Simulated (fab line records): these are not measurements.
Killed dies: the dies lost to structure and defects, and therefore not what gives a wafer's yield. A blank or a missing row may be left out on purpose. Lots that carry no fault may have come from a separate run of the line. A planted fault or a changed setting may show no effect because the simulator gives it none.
Which tool is to blame? ; flow nand harc ; 36 wafers from 12 lots sampled at 6 of the route's 1302 steps

== WHAT THE GAUGES SHOWED, per wafer ==
NHARC_P_M1_THK_MEAS_24: measures by xrf.
lot;measured;on;thk nm (nm)
L959;day 7 03:47;film metro-02;158.8 157.9 159.3
L960;day 7 04:05;film metro-01;159.7 157.3 158.3
L963;day 8 04:27;film metro-01;158.7 157.6 156.6
L964;day 8 20:09;film metro-02;160.5 158.8 156.0
L970;day 11 15:11;film metro-02;155.9 157.8 157.5
L971;day 11 20:14;film metro-01;159.4 156.9 161.5
L972;day 12 12:13;film metro-02;158.5 156.5 158.4
L973;day 12 12:48;film metro-02;160.8 159.2 158.2
L974;day 13 02:53;film metro-01;156.6 157.3 156.8
L975;day 13 16:14;film metro-01;158.3 158.4 155.8
L978;day 14 14:13;film metro-02;156.3 157.9 157.4
L979;day 15 05:38;film metro-01;159.6 156.9 157.2

NHARC_END_SORT_01.
lot;measured;on;defect limited yield (%);killed at array;killed at other;killed at periphery;killed dies;killed open;killed short
L971;day 30 02:36;prober-02;86 84 88;84 93 78;2 5 3;8 8 2;94 106 83;6 4 4;2 3 2
L972;day 30 12:51;prober-01;94 93 92;34 44 47;1 2 0;3 2 4;38 48 51;4 4 5;2 3 1

== WHAT TOOL EACH LOT RAN ON (gives the tool, then ch and the chambers of the sampled wafers, and finally the start) ==
lot;NHARC_P_M1_DESCUM_14;NHARC_P_M1_ETCH_15;NHARC_P_M1_ECD_22;NHARC_P_M1_CMP_23
L959;rie diel-12 ch 1,3, day 7 01:12;rie diel-12 ch 1,2,3, day 7 02:47 or earlier;ecd cu-01 ch 0, day 7 02:47;cmp-04 ch 0,1,2, day 7 03:29
L960;rie diel-10 ch 0,1,3, day 7 01:34;rie diel-10 ch 2,3, day 7 03:05 or earlier;ecd cu-02 ch 0,1, day 7 03:05;cmp-03 ch 1,2,3, day 7 03:50
L963;rie diel-10 ch 1,2,3, day 8 02:02;rie diel-10 ch 0,1,2, day 8 03:28 or earlier;ecd cu-01 ch 0,1, day 8 03:28;cmp-03 ch 0,2, day 8 04:10
L964;rie diel-09 ch 0,2,3, day 8 17:36;rie diel-09 ch 1,3, day 8 18:57 or earlier;ecd cu-02 ch 0,1, day 8 18:57;cmp-03 ch 0,3, day 8 19:50
L970;rie diel-10 ch 0,2,3, day 11 12:46;rie diel-10 ch 1,2,3, day 11 14:09 or earlier;ecd cu-01 ch 0,1, day 11 14:09;cmp-01 ch 0,3, day 11 14:54
L971;rie diel-12 ch 2,3, day 11 17:48;rie diel-12 ch 0,2,3, day 11 19:17 or earlier;ecd cu-01 ch 0,1, day 11 19:17;cmp-04 ch 0,2,3, day 11 19:59
L972;rie diel-10 ch 0,1,2, day 12 09:18;rie diel-10 ch 0,1,2, day 12 11:02 or earlier;ecd cu-01 ch 0,1, day 12 11:02;cmp-01 ch 0,1, day 12 11:53
L973;rie diel-10 ch 0,1,3, day 12 10:20;rie diel-10 ch 1,2,3, day 12 11:46 or earlier;ecd cu-02 ch 0,1, day 12 11:46;cmp-04 ch 0,1,2, day 12 12:29
L974;rie diel-12 ch 0,2,3, day 13 00:02;rie diel-12 ch 2,3, day 13 01:51 or earlier;ecd cu-02 ch 0,1, day 13 01:51;cmp-03 ch 0,1,3, day 13 02:34
L975;rie diel-10 ch 0,2,3, day 13 13:48;rie diel-10 ch 1,2,3, day 13 15:11 or earlier;ecd cu-02 ch 0,1, day 13 15:11;cmp-01 ch 0,1,2, day 13 15:58
L978;rie diel-10 ch 1,3, day 14 11:43;rie diel-10 ch 0,2, day 14 13:13 or earlier;ecd cu-02 ch 0,1, day 14 13:13;cmp-03 ch 0,3, day 14 13:53
L979;rie diel-10 ch 0,1,2, day 15 03:11;rie diel-10 ch 1,2,3, day 15 04:37 or earlier;ecd cu-02 ch 0,1, day 15 04:37;cmp-01 ch 0,3, day 15 05:20
- NHARC_P_M1_DESCUM_14: chemistry O2, time 3 s.
- NHARC_P_M1_ETCH_15: etches the open film in C4F8/Ar, target depth 182.5 nm, time 91.2 s.
- NHARC_P_M1_ECD_22: material Cu, target thk 400 nm.
- NHARC_P_M1_CMP_23: polishes, t overpolish 20 s, target thk 157.82 nm.

== WHAT THE TOOLS THEMSELVES READ (means of the sampled wafers that have a number; where no wafer has one, the mark that the record gives instead) ==
NHARC_P_M1_DESCUM_14.
lot;tool;drypump motor current A (A);oes product au (a.u.);rf vpp V (V);showerhead plenum p Torr (Torr);throttle valve pct (%)
L959;rie diel-12;6.24;1.013;58.6;1.95;11.313
L960;rie diel-10;6.07;1.006;58.0;2.00;11.308
L963;rie diel-10;6.16;1.002;57.7;1.93;11.303
L964;rie diel-09;6.11;0.998;58.5;1.97;11.314
L970;rie diel-10;6.17;1.012;58.7;1.96;11.313
L971;rie diel-12;5.96;1.013;58.3;1.93;11.299
L972;rie diel-10;6.09;1.009;57.6;1.92;11.317
L973;rie diel-10;6.06;1.004;58.3;2.00;11.317
L974;rie diel-12;6.16;0.996;58.8;1.89;11.312
L975;rie diel-10;6.17;1.017;57.4;1.95;11.301
L978;rie diel-10;6.02;0.990;57.7;1.97;11.316
L979;rie diel-10;6.09;1.009;57.7;1.91;11.304

NHARC_P_M1_ETCH_15.
lot;tool;bias w (W);oes product au (a.u.);rf vpp V (V)
L959;rie diel-12;300.2;0.961;441.6
L960;rie diel-10;299.6;0.968;440.2
L963;rie diel-10;300.0;0.963;440.5
L964;rie diel-09;299.5;0.958;442.4
L970;rie diel-10;300.0;0.972;441.0
L971;rie diel-12;299.3;0.928;439.7
L972;rie diel-10;300.6;0.978;440.9
L973;rie diel-10;299.7;0.962;441.7
L974;rie diel-12;299.4;0.955;441.9
L975;rie diel-10;299.8;0.961;441.5
L978;rie diel-10;299.2;0.984;441.5
L979;rie diel-10;300.0;0.978;440.7

NHARC_P_M1_CMP_23.
lot;tool;motor current A (A);time to endpoint s (s)
L959;cmp-04;12.9;31.3
L960;cmp-03;11.2;27.7
L963;cmp-03;11.5;26.0
L964;cmp-03;11.0;23.0
L970;cmp-01;11.9;30.0
L971;cmp-04;12.4;32.2
L972;cmp-01;12.3;27.6
L973;cmp-04;12.7;34.2
L974;cmp-03;11.5;29.8
L975;cmp-01;11.7;28.2
L978;cmp-03;11.1;29.0
L979;cmp-01;12.1;30.0

== THE ANSWER, worked out from the rows above alone ==
Rule: the lots themselves supply what counts as usual. The widest of any qualifying gaps counts: lots, ordered by their means at a reading, are off when they make up no more than a third of the lots, leave a main group of 4 or more, and stand apart from it by 3 or more times the standard deviation of that group's means. A main group is skipped when, at the precision printed for the reading in the tables above, its means are all equal. Also off: a lot with no number at a reading for which 4 or more lots have one. The other lots that the step has rows for count as sound. The gauges are gone through in route order, then the tools' own readings, and for those a lot's mean is taken as printed above. The first step at which some lot is off is used, and at that step the reading that is off furthest; a lot without a number counts as furthest.
Across all readings shown, no lot is off: no conclusion can be drawn from this.

== WHAT THE SIMULATOR HAD PUT IN ==
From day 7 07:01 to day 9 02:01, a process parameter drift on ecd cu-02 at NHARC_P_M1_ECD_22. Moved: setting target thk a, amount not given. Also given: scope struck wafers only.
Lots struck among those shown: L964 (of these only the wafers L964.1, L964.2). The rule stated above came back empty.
